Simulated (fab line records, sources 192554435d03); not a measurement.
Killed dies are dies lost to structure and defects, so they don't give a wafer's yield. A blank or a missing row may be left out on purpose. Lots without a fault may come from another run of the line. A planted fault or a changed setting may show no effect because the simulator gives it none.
Chamber matching | flow n5_finfet | N5_BEOL_M12_DESCUM_15 on rie_diel-01: 4 sister chambers
The step chemistry O2, time 7.9 s. 18 wafers are shown with their chamber, then 9 later ones without.

WAFERS WITH THEIR CHAMBER
wafer  | chamber | showerhead_plenum_p_Torr (Torr) | drypump_motor_current_A (A) | rf_vpp_V (V)
L074.2 | 1       | 2.14                            | 5.9                         | 245.2
L074.3 | 2       | 2.22                            | 6.1                         | 243.6
L074.4 | 0       | 2.20                            | 5.3                         | 244.8
L078.1 | 1       | 2.14                            | 5.9                         | 244.6
L078.3 | 2       | 2.22                            | 6.1                         | 244.2
L078.4 | 0       | 2.20                            | 5.2                         | 245.4
L080.2 | 3       | 2.03                            | 5.7                         | 241.0
L080.3 | 0       | 2.20                            | 5.3                         | 244.0
L080.6 | 3       | 2.03                            | 5.7                         | 244.2
L084.2 | 3       | 2.03                            | 5.7                         | 241.8
L084.3 | 2       | 2.21                            | 6.0                         | 242.5
L084.4 | 0       | 2.19                            | 5.2                         | 245.2
L089.3 | 3       | 2.03                            | 5.7                         | 242.6
L089.4 | 2       | 2.21                            | 6.1                         | 243.6
L089.5 | 2       | 2.21                            | 6.1                         | 246.2
L087.2 | 2       | 2.21                            | 6.1                         | 243.5
L087.4 | 1       | 2.13                            | 5.9                         | 243.2
L087.5 | 0       | 2.19                            | 5.2                         | 244.7

SIGNATURES (means of the wafers above)
reading                  | chamber 0 | chamber 1 | chamber 2 | chamber 3 | scatter within a chamber
showerhead_plenum_p_Torr | 2.1960    | 2.1367    | 2.2133    | 2.0300    | 0.00478
drypump_motor_current_A  | 5.240     | 5.900     | 6.083     | 5.700     | 0.0381
rf_vpp_V                 | 244.820   | 244.333   | 243.933   | 242.400   | 1.09
Rule: a wafer's distance from a chamber is the root of the sum, over the readings, of the square of ((its reading less the chamber's mean) divided by the reading's scatter). The wafer belongs to the nearest chamber; if the next one is less than 2 further off, it can't be placed. The scatter: the root of (the sum of the squares of (reading less its chamber's mean) over the shown wafers, divided by (wafers less chambers)).

WAFERS WITHOUT THEIR CHAMBER
wafer  | showerhead_plenum_p_Torr (Torr) | drypump_motor_current_A (A) | rf_vpp_V (V)
L090.2 | 2.21                            | 6.1                         | 244.2
L090.3 | 2.03                            | 5.7                         | 242.4
L090.4 | 2.19                            | 5.2                         | 245.9
L093.1 | 2.19                            | 5.3                         | 245.5
L093.3 | 2.21                            | 6.1                         | 245.4
L093.6 | 2.03                            | 5.7                         | 243.0
L091.1 | 2.19                            | 5.3                         | 245.9
L091.3 | 2.02                            | 5.7                         | 241.2
L091.6 | 2.20                            | 6.0                         | 243.9

WHICH CHAMBER EACH WENT THROUGH
wafer  | from the rows above | in truth
L090.2 | 2                   | 2
L090.3 | 3                   | 3
L090.4 | 0                   | 0
L093.1 | 0                   | 0
L093.3 | 2                   | 2
L093.6 | 3                   | 3
L091.1 | 0                   | 0
L091.3 | 3                   | 3
L091.6 | 2                   | 2
Placed correctly: 9 of 9. Can't be placed from these rows: 0. Placed wrongly: 0.
